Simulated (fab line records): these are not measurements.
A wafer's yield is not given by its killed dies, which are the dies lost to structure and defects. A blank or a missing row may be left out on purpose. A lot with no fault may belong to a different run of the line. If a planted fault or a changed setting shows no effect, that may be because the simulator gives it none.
fab line records	flow nand_harc	part 1 of 2: steps 1 to 22 of 31
[record] lots = 5	wafers = 15	last_day = 33
route steps=1302 shown A_STAIRCASE@816
lots that met no fault: taken from a fault-free run of the same line
start_h: the number of hours between the record's first day and the start of the first shown wafer of the lot	wait_h: hours elapsed since this lot's preceding step	" identical to the entry in the row above	L1.1+2: one row covering several wafers at once	- no value, or no start was given	* or withheld: withheld	< > ~ a bound
route shown NAME@n: NAME is a module with steps in the file, n the number in the route of the first one	usual: the fault-free wafers' mean and standard deviation	same: alike in all rows	chamber/n: place in a boat	sites: each site's reading	_std_site: standard deviation across them	_edge_site: outer sites' mean less inner sites'	radius_mm: how far each site lies from the wafer's centre	mask NAME#n: copy n	behind: the tool/chamber that last shaped the wafer	hold: why the lot was held/for how many hours/how that ended	device: names the non-switching transistor (n, p or np)	end of line: the same wafers' tests at the end of the route	where a step has no rows: the recipe by itself	killed: at the first sort, the dies lost to defects and structure; wafer yield is something else	map: a wafer's dies, marking killed ones x, the rest . and places with no die _
set.NAME: setting as actually run; set.NAME@STEP: the setting as run at that earlier step	model.NAME: the simulator's own value behind a step, which no gauge read
certain route steps with their lots: each step a table, each wafer a row
services: when a tool's chamber went out of use (start_h, in hours from the record's first day, below 0 if earlier), for how many hours, and the reason
[[steps]]
[step NHARC_A_STAIRCASE_SRD_298]
lot.wafer	tool	chamber	start_h	wait_h
L075.1+3+2	wet_bench-01	0,3,5	-	-
L081.1+6+5	wet_bench-02	0,1,3	-	-
L084.5+4+1	wet_bench-02	5,6,7	-	-
L087.4+3+2	wet_bench-06	2,3,4	-	-
L097.2+5+6	wet_bench-02	2,5,6	-	-
[step NHARC_A_STAIRCASE_HM_DEP_462]
[recipe] target_thk_a = 8000	temp_c = 400	material = aC
[usual] throttle_valve_pct = 34.999/0.0096
lot.wafer	tool	chamber	start_h	wait_h	throttle_valve_pct
L075.1	acl_dep-02	0	397.69	2.7	34.992
L075.2	"	0	"	"	35.008
L075.3	"	0	"	"	35.006
L081.1	acl_dep-03	0	461.11	0.1	35.016
L081.5	"	0	462.34	1.3	35.003
L081.6	"	0	"	"	35.015
L084.1	acl_dep-01	0	494.06	2.7	35.009
L084.4	"	0	"	"	35.005
L084.5	"	0	"	"	35.004
L087.2	acl_dep-03	0	528.79	4.0	35.021
L087.3	"	0	"	"	35.018
L087.4	"	0	"	"	34.995
L097.2	acl_dep-01	0	613.25	3.4	35.005
L097.5	"	0	"	"	34.991
L097.6	"	0	"	"	35.018
[step NHARC_A_STAIRCASE_DEP_301]
[recipe] target_thk_a = 300	target_thk_nm = 30	temp_c = 400	pressure_torr = 3.5	flow_sccm = 200	rf_w = 350	material = SiON
[usual] heater_power_w = 715/83
lot.wafer	tool	chamber	start_h	wait_h	heater_power_w
L075.2	pecvd-04	0	399.54	1.2	765
L075.1	"	1	"	"	665
L075.3	"	1	"	"	660
L081.1	pecvd-03	1	463.01	1.6	652
L081.6	"	1	"	"	655
L081.5	"	2	"	"	719
L084.1	pecvd-02	2	496.00	1.6	910
L084.4	"	1	"	"	624
L084.5	"	2	"	"	889
L087.2	pecvd-02	2	530.35	1.2	899
L087.3	"	1	"	"	651
L087.4	"	1	"	"	662
L097.2	pecvd-03	0	614.85	1.3	724
L097.5	"	0	"	"	731
L097.6	"	1	"	"	658
[step NHARC_A_STAIRCASE_DEHYDRATE_302]
[recipe] temp_c = 150	time_s = 120
[usual] resist_line_temp_C = 22.99/0.1
lot.wafer	tool	chamber	start_h	wait_h	resist_line_temp_C
L075.1	litho_track-02	0	399.90	0.3	22.84
L075.2	"	0	"	"	22.85
L075.3	"	0	"	"	22.76
L081.1	litho_track-07	0	463.26	0.2	22.96
L081.5	"	0	"	"	22.94
L081.6	"	0	"	"	23.03
L084.1	litho_track-02	0	496.24	0.2	22.92
L084.4	"	0	"	"	22.78
L084.5	"	0	"	"	22.95
L087.2	litho_track-02	0	530.62	0.2	22.93
L087.3	"	0	"	"	22.91
L087.4	"	0	"	"	23.10
L097.2	litho_track-02	0	615.10	0.2	22.77
L097.5	"	0	"	"	22.95
L097.6	"	0	"	"	22.93
[step NHARC_A_STAIRCASE_HMDS_303]
[recipe] time_s = 30
[usual] resist_line_temp_C = 22.98/0.11
lot.wafer	tool	chamber	start_h	wait_h	resist_line_temp_C
L075.1	litho_track-02	0	-	-	22.97
L075.2	"	0	"	"	23.05
L075.3	"	0	"	"	23.10
L081.1	litho_track-07	0	-	-	22.95
L081.5	"	0	"	"	23.00
L081.6	"	0	"	"	23.08
L084.1	litho_track-02	0	-	-	23.02
L084.4	"	0	"	"	23.05
L084.5	"	0	"	"	22.86
L087.2	litho_track-02	0	-	-	23.12
L087.3	"	0	"	"	23.05
L087.4	"	0	"	"	22.99
L097.2	litho_track-02	0	-	-	23.07
L097.5	"	0	"	"	22.94
L097.6	"	0	"	"	23.00
[step NHARC_A_STAIRCASE_COAT_304]
[recipe] spin_rpm = 1200
[usual] resist_line_temp_C = 23.01/0.12	spin_speed_rpm = 1200.1/0.89
lot.wafer	tool	chamber	start_h	wait_h	resist_line_temp_C	spin_speed_rpm
L075.1	litho_track-02	0	-	-	22.96	1199.6
L075.2	"	0	"	"	23.03	1198.5
L075.3	"	0	"	"	23.03	1200.2
L081.1	litho_track-07	0	-	-	23.04	1199.1
L081.5	"	0	"	"	23.22	1199.5
L081.6	"	0	"	"	23.26	1200.1
L084.1	litho_track-02	0	-	-	23.04	1199.1
L084.4	"	0	"	"	22.98	1199.5
L084.5	"	0	"	"	23.07	1200.9
L087.2	litho_track-02	0	-	-	23.01	1199.9
L087.3	"	0	"	"	22.94	1201.5
L087.4	"	0	"	"	22.91	1200.0
L097.2	litho_track-02	0	-	-	22.96	1201.1
L097.5	"	0	"	"	22.89	1200.2
L097.6	"	0	"	"	22.95	1199.5
[step NHARC_A_STAIRCASE_SOFTBAKE_305]
[recipe] temp_c = 135	time_s = 170
[usual] resist_line_temp_C = 22.99/0.094
lot.wafer	tool	chamber	start_h	wait_h	resist_line_temp_C
L075.1	litho_track-02	0	-	-	22.97
L075.2	"	0	"	"	22.92
L075.3	"	0	"	"	22.95
L081.1	litho_track-07	0	-	-	23.04
L081.5	"	0	"	"	23.05
L081.6	"	0	"	"	23.15
L084.1	litho_track-02	0	-	-	22.98
L084.4	"	0	"	"	22.96
L084.5	"	0	"	"	22.95
L087.2	litho_track-02	0	-	-	22.96
L087.3	"	0	"	"	22.97
L087.4	"	0	"	"	23.04
L097.2	litho_track-02	0	-	-	22.94
L097.5	"	0	"	"	22.91
L097.6	"	0	"	"	22.89
[step NHARC_A_STAIRCASE_EBR_306]
[usual] resist_line_temp_C = 22.98/0.11
lot.wafer	tool	chamber	start_h	wait_h	resist_line_temp_C
L075.1	litho_track-02	0	-	-	23.05
L075.2	"	0	"	"	22.92
L075.3	"	0	"	"	23.02
L081.1	litho_track-07	0	-	-	22.84
L081.5	"	0	"	"	22.84
L081.6	"	0	"	"	22.94
L084.1	litho_track-02	0	-	-	22.93
L084.4	"	0	"	"	22.97
L084.5	"	0	"	"	22.98
L087.2	litho_track-02	0	-	-	23.06
L087.3	"	0	"	"	22.94
L087.4	"	0	"	"	22.99
L097.2	litho_track-02	0	-	-	22.95
L097.5	"	0	"	"	22.75
L097.6	"	0	"	"	22.79
[step NHARC_A_STAIRCASE_EXPOSE_307]
[recipe] na = 0.5	dose_mj = 45.72	mask_id = CHOP_50
[usual] stage_vel_mm_s = 500.03/0.27
lot.wafer	tool	chamber	start_h	wait_h	mask	stage_vel_mm_s
L075.1	krf_scanner-04	0	400.23	-	CHOP_50#0	500.15
L075.2	"	0	"	"	CHOP_50#0	500.37
L075.3	"	0	"	"	CHOP_50#0	500.41
L081.1	krf_scanner-02	0	463.46	-	CHOP_50#0	500.67
L081.5	"	0	"	"	CHOP_50#0	499.97
L081.6	"	0	"	"	CHOP_50#0	500.13
L084.1	krf_scanner-02	0	496.45	-	CHOP_50#0	499.91
L084.4	"	0	"	"	CHOP_50#0	499.85
L084.5	"	0	"	"	CHOP_50#0	500.16
L087.2	krf_scanner-04	0	530.95	-	CHOP_50#0	500.00
L087.3	"	0	"	"	CHOP_50#0	500.21
L087.4	"	0	"	"	CHOP_50#0	499.76
L097.2	krf_scanner-02	0	615.43	-	CHOP_50#0	500.32
L097.5	"	0	"	"	CHOP_50#0	500.00
L097.6	"	0	"	"	CHOP_50#0	499.87
[step NHARC_A_STAIRCASE_PEB_308]
[recipe] peb_temp_c = 115	peb_time_s = 130
[usual] resist_line_temp_C = 23.02/0.12
lot.wafer	tool	chamber	start_h	wait_h	resist_line_temp_C
L075.1	litho_track-03	0	400.30	0.1	22.98
L075.2	"	0	"	"	23.14
L075.3	"	0	"	"	23.13
L081.1	litho_track-07	0	463.53	0.1	23.01
L081.5	"	0	"	"	22.90
L081.6	"	0	"	"	23.14
L084.1	litho_track-07	0	496.51	0.1	23.39
L084.4	"	0	"	"	22.92
L084.5	"	0	"	"	23.10
L087.2	litho_track-07	0	531.02	0.1	23.14
L087.3	"	0	"	"	23.04
L087.4	"	0	"	"	22.97
L097.2	litho_track-03	0	615.50	0.1	22.95
L097.5	"	0	"	"	23.11
L097.6	"	0	"	"	23.00
[step NHARC_A_STAIRCASE_DEVELOP_309]
[recipe] time_s = 140
[usual] resist_line_temp_C = 23.02/0.1
lot.wafer	tool	chamber	start_h	wait_h	resist_line_temp_C
L075.1	litho_track-03	0	-	-	23.25
L075.2	"	0	"	"	23.00
L075.3	"	0	"	"	23.01
L081.1	litho_track-07	0	-	-	23.01
L081.5	"	0	"	"	23.03
L081.6	"	0	"	"	23.00
L084.1	litho_track-07	0	-	-	23.00
L084.4	"	0	"	"	22.96
L084.5	"	0	"	"	23.12
L087.2	litho_track-07	0	-	-	23.03
L087.3	"	0	"	"	23.00
L087.4	"	0	"	"	23.20
L097.2	litho_track-03	0	-	-	23.07
L097.5	"	0	"	"	23.06
L097.6	"	0	"	"	22.96
[step NHARC_A_STAIRCASE_HARDBAKE_311]
[recipe] temp_c = 120	time_s = 140
[usual] resist_line_temp_C = 23.02/0.11
lot.wafer	tool	chamber	start_h	wait_h	resist_line_temp_C
L075.1	litho_track-02	0	400.52	-	22.92
L075.2	"	0	"	"	22.80
L075.3	"	0	"	"	22.92
L081.1	litho_track-03	0	463.74	-	23.15
L081.5	"	0	"	"	23.06
L081.6	"	0	"	"	23.03
L084.1	litho_track-02	0	496.73	-	22.97
L084.4	"	0	"	"	22.89
L084.5	"	0	"	"	23.03
L087.2	litho_track-03	0	531.24	-	23.04
L087.3	"	0	"	"	22.82
L087.4	"	0	"	"	22.98
L097.2	litho_track-07	0	615.72	-	22.95
L097.5	"	0	"	"	22.89
L097.6	"	0	"	"	23.13
[step NHARC_A_STAIRCASE_DESCUM_312]
[recipe] time_s = 3	o2_flow_sccm = 200	ar_flow_sccm = 0	bias_power_w = 0	chemistry = O2
[usual] drypump_motor_current_A = 5.8/0.46	o2_flow_sccm = 200.1/0.58	oes_product_au = 0.999/0.007	rf_vpp_V = 57.8/0.94	showerhead_plenum_p_Torr = 1.92/0.11	throttle_valve_pct = 11.311/0.0088
lot.wafer	tool	chamber	start_h	wait_h	drypump_motor_current_A	o2_flow_sccm	oes_product_au	rf_hours_counter_h	rf_vpp_V	showerhead_plenum_p_Torr	throttle_valve_pct
L075.1	rie_diel-12	0	400.61	-	5.7	199.5	0.988	39	58.4	1.99	11.315
L075.2	"	2	"	"	6.3	199.4	1.005	40	56.4	1.82	11.314
L075.3	"	3	"	"	6.2	199.7	0.994	37	59.0	1.87	11.325
L081.1	rie_diel-12	0	463.84	-	5.7	200.6	0.999	4	59.1	1.98	11.321
L081.6	"	0	"	"	5.7	199.9	0.997	-	59.3	1.98	11.309
L081.5	"	1	"	"	5.4	200.4	0.993	-	58.9	2.06	11.302
L084.4	rie_diel-08	3	496.83	-	5.9	200.6	0.987	34	57.3	1.80	11.307
L084.1	"	1	"	"	5.7	199.6	1.005	38	58.0	1.77	11.303
L084.5	"	3	"	"	5.9	200.0	0.997	-	57.7	1.80	11.319
L087.2	rie_diel-11	0	531.32	-	5.5	200.5	1.006	28	56.8	1.87	11.300
L087.4	"	1	"	"	5.4	199.3	1.003	30	56.7	1.96	11.294
L087.3	"	3	"	"	5.4	199.8	1.000	32	56.7	1.79	11.314
L097.2	rie_diel-08	0	615.81	-	4.8	200.3	1.007	18	58.6	2.03	11.313
L097.5	"	0	"	"	4.9	200.9	1.014	-	58.8	2.03	11.323
L097.6	"	1	"	"	5.7	200.2	1.003	-	58.3	2.07	11.313
[step NHARC_A_STAIRCASE_ETCH_313]
[recipe] cf4_flow_sccm = 100	chf3_flow_sccm = 30	ar_flow_sccm = 0	rf_w = 500	bias_w = 200	chemistry = CF4/CHF3
[usual] drypump_motor_current_A = 5.7/0.47	oes_product_au = 0.929/0.013	rf_vpp_V = 370.7/2.7	showerhead_plenum_p_Torr = 1.58/0.084	throttle_valve_pct = 16.803/0.0083
lot.wafer	tool	chamber	start_h	wait_h	drypump_motor_current_A	oes_product_au	rf_hours_counter_h	rf_vpp_V	showerhead_plenum_p_Torr	throttle_valve_pct
L075.2	rie_diel-12	0	400.70	0.1	5.7	0.928	39	372.5	1.63	16.797
L075.3	"	2	"	"	6.3	0.925	40	368.1	1.50	16.796
L075.1	"	3	"	"	6.3	0.922	37	369.3	1.54	16.804
L081.1	rie_diel-12	2	463.93	0.1	6.3	0.949	3	368.9	1.49	16.806
L081.5	"	1	"	"	5.4	0.928	-	374.0	1.68	16.803
L081.6	"	2	"	"	6.3	0.942	-	367.2	1.49	16.800
L084.1	rie_diel-08	3	496.92	0.1	5.9	0.919	34	368.5	1.48	16.799
L084.4	"	0	"	"	4.8	0.927	37	372.9	1.68	16.809
L084.5	"	2	"	"	6.3	0.914	-	370.2	1.57	16.799
L087.4	rie_diel-11	2	531.41	0.1	6.4	0.931	30	375.3	1.69	16.801
L087.3	"	3	"	"	5.3	0.918	32	367.1	1.48	16.795
L087.2	"	0	"	"	5.5	0.922	29	369.7	1.54	16.823
L097.2	rie_diel-08	0	615.90	0.1	4.9	0.912	18	371.3	1.67	16.797
L097.6	"	3	"	"	5.9	0.927	-	365.7	1.47	16.788
L097.5	"	0	"	"	4.8	0.927	-	374.6	1.67	16.821
[step NHARC_A_STAIRCASE_HM_OPEN_463]
[recipe] o2_flow_sccm = 400	cos_flow_sccm = 20	ar_flow_sccm = 0	rf_w = 500	bias_w = 300	chemistry = O2/COS
[usual] drypump_motor_current_A = 5.8/0.46	o2_flow_sccm = 400.0/1.1	oes_product_au = 0.999/0.0067	rf_vpp_V = 467/3.6	showerhead_plenum_p_Torr = 3.12/0.16	throttle_valve_pct = 28.330/0.0097
lot.wafer	tool	chamber	start_h	wait_h	drypump_motor_current_A	o2_flow_sccm	oes_product_au	rf_hours_counter_h	rf_vpp_V	showerhead_plenum_p_Torr	throttle_valve_pct
L075.3	rie_diel-12	2	-	-	6.3	400.1	1.005	40	464	2.97	28.324
L075.1	"	3	"	"	6.2	399.7	0.995	37	465	3.06	28.332
L075.2	"	1	"	"	5.4	398.9	0.999	42	473	3.35	28.328
L081.1	rie_diel-12	2	-	-	6.3	400.3	1.003	3	462	2.96	28.334
L081.6	"	3	"	"	6.3	400.3	0.995	-	467	3.05	28.326
L081.5	"	0	"	"	5.7	402.2	1.008	-	469	3.23	28.333
L084.4	rie_diel-08	3	-	-	5.9	398.7	0.998	34	463	2.94	28.316
L084.1	"	0	"	"	4.8	399.6	0.997	37	472	3.33	28.323
L084.5	"	1	"	"	5.7	401.3	0.990	-	462	2.90	28.332
L087.2	rie_diel-11	2	-	-	6.4	400.4	1.011	30	473	3.36	28.330
L087.4	"	3	"	"	5.4	401.1	0.999	32	463	2.93	28.338
L087.3	"	1	"	"	5.5	400.0	1.005	30	468	3.19	28.325
L097.2	rie_diel-08	2	-	-	6.3	399.7	1.002	16	466	3.09	28.328
L097.6	"	1	"	"	5.7	398.6	0.996	-	471	3.36	28.333
L097.5	"	2	"	"	6.3	399.1	0.997	-	467	3.09	28.336
[step NHARC_A_STAIRCASE_STRIP_464]
[recipe] o2_flow_sccm = 400	cos_flow_sccm = 20	ar_flow_sccm = 0	bias_w = 0	chemistry = O2/COS
lot.wafer	tool	chamber	start_h	wait_h
L075.1+3+2	rie_diel-12	1,2,3	-	-
L081.1+5+6	rie_diel-12	1,1,2	-	-
L084.4+1+5	rie_diel-08	0,1,2	-	-
L087.3+2+4	rie_diel-11	2,3,0	-	-
L097.2+5+6	rie_diel-08	2,2,3	-	-
[step NHARC_A_STAIRCASE_ETCH_453]
[recipe] target_depth_a = 300	overetch_a = 30	time_s = 16.5	ion_energy_ev = 100	cf4_flow_sccm = 80	o2_flow_sccm = 20	ar_flow_sccm = 0	rf_w = 300	bias_w = 100	chemistry = CF4/O2
[usual] drypump_motor_current_A = 5.8/0.48	o2_flow_sccm = 20.01/0.06	oes_ar_750_au = 1.000/0.0046	oes_product_au = 0.998/0.0073	rf_vpp_V = 197.7/1.6	showerhead_plenum_p_Torr = 1.33/0.071	throttle_valve_pct = 13.397/0.0076
lot.wafer	tool	chamber	start_h	wait_h	drypump_motor_current_A	o2_flow_sccm	oes_ar_750_au	oes_product_au	rf_hours_counter_h	rf_vpp_V	showerhead_plenum_p_Torr	throttle_valve_pct
L075.3	rie_diel-12	0	-	-	5.7	20.00	0.998	0.997	39	198.0	1.39	13.394
L075.2	"	1	"	"	5.4	19.92	1.003	0.987	42	199.1	1.44	13.395
L075.1	"	2	"	"	6.3	20.04	1.000	0.992	40	195.9	1.27	13.396
L081.1	rie_diel-12	2	-	-	6.3	19.98	1.005	0.995	3	195.1	1.26	13.398
L081.6	"	2	"	"	6.3	20.04	0.994	1.002	-	196.8	1.27	13.396
L081.5	"	3	"	"	6.3	20.13	0.999	1.001	-	196.7	1.30	13.395
L084.1	rie_diel-08	1	-	-	5.7	19.92	0.997	0.985	38	196.0	1.24	13.387
L084.4	"	2	"	"	6.3	19.93	1.005	1.004	36	197.5	1.33	13.410
L084.5	"	0	"	"	4.8	20.04	1.008	1.004	-	199.7	1.43	13.398
L087.4	rie_diel-11	0	-	-	5.5	20.04	1.007	0.999	29	197.6	1.31	13.398
L087.2	"	1	"	"	5.4	20.01	0.997	0.999	30	200.1	1.36	13.400
L087.3	"	3	"	"	5.4	19.97	1.000	0.998	32	194.6	1.25	13.402
L097.2	rie_diel-08	0	-	-	4.8	19.98	0.997	0.996	18	198.7	1.42	13.410
L097.6	"	3	"	"	5.9	19.91	0.997	1.007	-	195.4	1.25	13.411
L097.5	"	0	"	"	4.8	19.95	0.992	1.009	-	199.4	1.42	13.398
[step NHARC_A_STAIRCASE_ETCH_315]
[recipe] target_depth_a = 25000	time_s = 607.1	ion_energy_ev = 800	c4f8_flow_sccm = 80	o2_flow_sccm = 60	ar_flow_sccm = withheld	rf_w = 600	bias_w = 3000	chemistry = C4F8/O2/Ar
[usual] oes_product_au = 0.931/0.009	rf_vpp_V = 1826/13
lot.wafer	tool	chamber	start_h	wait_h	oes_product_au	rf_hours_counter_h	rf_vpp_V
L075.3	rie_diel-12	3	-	-	0.922	37	1821
L075.2	"	0	"	"	0.939	39	1837
L075.1	"	2	"	"	0.922	40	1815
L081.1	rie_diel-12	1	-	-	0.940	3	1845
L081.5	"	0	"	"	0.936	-	1835
L081.6	"	1	"	"	0.933	-	1844
L084.4	rie_diel-08	3	-	-	0.944	35	1812
L084.1	"	2	"	"	0.930	36	1826
L084.5	"	3	"	"	0.942	-	1810
L087.2	rie_diel-11	1	-	-	0.946	30	1832
L087.4	"	2	"	"	0.939	31	1846
L087.3	"	3	"	"	0.936	32	1810
L097.2	rie_diel-08	2	-	-	0.920	16	1825
L097.6	"	1	"	"	0.927	-	1846
L097.5	"	2	"	"	0.928	-	1825
[step NHARC_A_STAIRCASE_STRIP_316]
[recipe] o2_flow_sccm = 500	ar_flow_sccm = 0	bias_w = 0	chemistry = O2
[usual] drypump_motor_current_A = 5.8/0.47	o2_flow_sccm = 499.8/1.5	oes_product_au = 1.001/0.0066	rf_vpp_V = 57.9/0.86	showerhead_plenum_p_Torr = 3.54/0.18	throttle_valve_pct = 17.036/0.0081
lot.wafer	tool	chamber	start_h	wait_h	drypump_motor_current_A	o2_flow_sccm	oes_product_au	rf_hours_counter_h	rf_vpp_V	showerhead_plenum_p_Torr	throttle_valve_pct
L075.1	rie_diel-12	2	-	-	6.3	499.9	0.993	40	56.9	3.36	17.042
L075.3	"	3	"	"	6.3	501.5	0.996	37	56.5	3.46	17.027
L075.2	"	0	"	"	5.7	499.8	1.000	39	58.2	3.66	17.029
L081.1	rie_diel-12	0	-	-	5.7	498.9	1.002	5	58.7	3.65	17.028
L081.6	"	1	"	"	5.4	498.0	0.991	-	58.2	3.77	17.038
L081.5	"	2	"	"	6.3	498.4	1.001	-	57.5	3.35	17.027
L084.4	rie_diel-08	3	-	-	5.9	498.8	1.006	35	57.2	3.33	17.031
L084.1	"	2	"	"	6.3	501.2	0.998	36	58.0	3.51	17.038
L084.5	"	0	"	"	4.9	500.4	1.009	-	59.7	3.76	17.049
L087.3	rie_diel-11	0	-	-	5.6	500.4	1.016	29	58.1	3.45	17.036
L087.2	"	1	"	"	5.5	500.9	1.016	30	57.8	3.60	17.030
L087.4	"	2	"	"	6.4	500.5	1.007	31	58.2	3.79	17.029
L097.2	rie_diel-08	2	-	-	6.3	499.1	1.002	16	56.9	3.49	17.031
L097.5	"	2	"	"	6.3	500.1	0.990	-	57.1	3.49	17.044
L097.6	"	3	"	"	5.9	498.2	1.000	-	57.0	3.31	17.021
[step NHARC_A_STAIRCASE_STRIP_317]
[recipe] time_s = 900	temp_c = 130	chemistry = SPM
lot.wafer	tool	chamber	start_h	wait_h
L075.1+2+3	wet_bench-01	0,2,3	401.97	-
L081.5+6+1	wet_bench-01	6,7,1	465.17	-
L084.4+5+1	wet_bench-02	6,7,1	498.18	-
L087.2+3+4	wet_bench-01	6,0,2	532.66	-
L097.6+5+2	wet_bench-01	5,0,1	617.15	-
[step NHARC_A_STAIRCASE_PRECLEAN_318]
[recipe] time_s = *	temp_c = 50	bath_age_min = 0	chemistry = SC1
lot.wafer	tool	chamber	start_h	wait_h
L075.1+2+3	wet_bench-01	0,2,3	-	-
L081.5+6+1	wet_bench-01	6,7,1	-	-
L084.4+5+1	wet_bench-02	6,7,1	-	-
L087.2+3+4	wet_bench-01	6,0,2	-	-
L097.6+5+2	wet_bench-01	5,0,1	-	-
[step NHARC_A_STAIRCASE_SRD_329]
lot.wafer	tool	chamber	start_h	wait_h
L075.1+2+3	wet_bench-01	0,2,3	-	-
L081.5+6+1	wet_bench-01	6,7,1	-	-
L084.4+5+1	wet_bench-02	6,7,1	-	-
L087.2+3+4	wet_bench-01	6,0,2	-	-
L097.6+5+2	wet_bench-01	5,0,1	-	-
